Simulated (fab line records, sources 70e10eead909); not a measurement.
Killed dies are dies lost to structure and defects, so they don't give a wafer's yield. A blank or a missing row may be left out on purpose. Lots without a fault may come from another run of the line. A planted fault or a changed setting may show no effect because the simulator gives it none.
Chamber matching | flow nand_harc | NHARC_A_ZERO_WELL_DESCUM_12 on rie_diel-13: 4 sister chambers
The step chemistry O2, time 3 s. 20 wafers are shown with their chamber, then 10 later ones without.

WAFERS WITH THEIR CHAMBER
wafer  | chamber | drypump_motor_current_A (A) | oes_product_au (a.u.) | throttle_valve_pct (%)
L886.2 | 2       | 6.7                         | 1.009                 | 11.308
L886.5 | 1       | 5.0                         | 1.021                 | 11.309
L886.6 | 2       | 6.7                         | 1.011                 | 11.318
L888.2 | 2       | 6.7                         | 1.005                 | 11.304
L888.4 | 3       | 6.0                         | 0.973                 | 11.306
L888.6 | 1       | 5.0                         | 1.011                 | 11.304
L892.2 | 2       | 6.7                         | 1.019                 | 11.308
L892.3 | 1       | 5.0                         | 1.005                 | 11.326
L892.5 | 3       | 6.0                         | 0.974                 | 11.313
L894.2 | 2       | 6.7                         | 1.033                 | 11.318
L894.4 | 0       | 6.1                         | 0.978                 | 11.309
L894.5 | 2       | 6.7                         | 1.017                 | 11.317
L899.1 | 1       | 5.0                         | 1.008                 | 11.299
L899.2 | 3       | 6.1                         | 1.002                 | 11.316
L899.5 | 0       | 6.1                         | 0.988                 | 11.292
L901.2 | 0       | 6.1                         | 0.983                 | 11.326
L901.3 | 2       | 6.7                         | 1.020                 | 11.326
L901.6 | 1       | 5.0                         | 1.003                 | 11.309
L903.4 | 1       | 5.0                         | 1.005                 | 11.293
L903.5 | 0       | 6.0                         | 0.978                 | 11.308

SIGNATURES (means of the wafers above)
reading                 | chamber 0 | chamber 1 | chamber 2 | chamber 3 | scatter within a chamber
drypump_motor_current_A | 6.075     | 5.000     | 6.700     | 6.033     | 0.0298
oes_product_au          | 0.98175   | 1.00883   | 1.01629   | 0.98300   | 0.00914
throttle_valve_pct      | 11.30875  | 11.30667  | 11.31414  | 11.31167  | 0.0101
Rule: a wafer's distance from a chamber is the root of the sum, over the readings, of the square of ((its reading less the chamber's mean) divided by the reading's scatter). The wafer belongs to the nearest chamber; if the next one is less than 2 further off, it can't be placed. The scatter: the root of (the sum of the squares of (reading less its chamber's mean) over the shown wafers, divided by (wafers less chambers)).

WAFERS WITHOUT THEIR CHAMBER
wafer  | drypump_motor_current_A (A) | oes_product_au (a.u.) | throttle_valve_pct (%)
L903.6 | 6.0                         | 0.975                 | 11.327
L904.2 | 6.0                         | 0.975                 | 11.297
L904.3 | 6.7                         | 1.013                 | 11.317
L904.6 | 5.0                         | 1.000                 | 11.301
L906.3 | 5.0                         | 1.008                 | 11.297
L906.5 | 5.0                         | 1.008                 | 11.304
L906.6 | 6.1                         | 0.982                 | 11.319
L905.1 | 6.0                         | 0.982                 | 11.287
L905.3 | 6.1                         | 0.987                 | 11.304
L905.4 | 5.0                         | 1.016                 | 11.314

WHICH CHAMBER EACH WENT THROUGH
wafer  | from the rows above     | in truth
L903.6 | can't be placed: 3 or 0 | 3
L904.2 | can't be placed: 3 or 0 | 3
L904.3 | 2                       | 2
L904.6 | 1                       | 1
L906.3 | 1                       | 1
L906.5 | 1                       | 1
L906.6 | can't be placed: 0 or 3 | 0
L905.1 | can't be placed: 3 or 0 | 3
L905.3 | can't be placed: 0 or 3 | 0
L905.4 | 1                       | 1
Placed correctly: 5 of 10. Can't be placed from these rows: 5 (the true chamber is among the candidates in 5). Placed wrongly: 0.
